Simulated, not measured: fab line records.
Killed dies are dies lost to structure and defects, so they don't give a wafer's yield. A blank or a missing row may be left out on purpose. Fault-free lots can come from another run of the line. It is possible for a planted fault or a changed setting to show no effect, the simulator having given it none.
Matching of chambers    flow n5-finfet    rie-diel-03 running N5_BEOL_M1_DESCUM_16: 4 sister chambers
The step chemistry O2, time 7 s. 8 wafers are shown with their chamber, then 9 later ones without.

## WAFERS, EACH WITH ITS CHAMBER
wafer   chamber  drypump-motor-current-A (A)  throttle-valve-pct (%)
L077.5  0        5.9                          20.68
L085.2  0        5.9                          20.69
L085.3  2        6.1                          20.73
L086.1  3        5.7                          20.44
L086.5  1        6.1                          20.48
L092.2  1        6.1                          20.51
L092.4  3        5.6                          20.45
L092.5  2        6.1                          20.77

## WAFERS MISSING THEIR CHAMBER
wafer   drypump-motor-current-A (A)  throttle-valve-pct (%)
L094.2  5.9                          20.70
L094.3  5.6                          20.46
L094.5  5.9                          20.71
L096.2  5.6                          20.47
L096.4  6.1                          20.78
L096.5  6.1                          20.75
L097.3  5.7                          20.46
L097.5  5.9                          20.72
L097.6  6.1                          20.53

## WHICH CHAMBER EACH WENT THROUGH
wafer   from the rows above  in truth
L094.2  0                    0
L094.3  3                    3
L094.5  0                    0
L096.2  3                    3
L096.4  2                    2
L096.5  2                    2
L097.3  3                    3
L097.5  0                    0
L097.6  1                    1
Correctly placed: 9 of 9. From these rows, 0 cannot be placed. Placed wrongly: 0.
How it was worked out, from the rows above alone: a wafer's distance from a chamber is the root of the sum, over the readings, of the square of ((its reading less the chamber's mean) divided by the reading's scatter). If the next closest chamber is less than 2 further off than the closest, the wafer can't be placed; otherwise it belongs to the closest. A chamber's mean is the mean of its shown wafers. The scatter: the root of (the sum of the squares of (reading less its chamber's mean) over the shown wafers, divided by (wafers less chambers)).
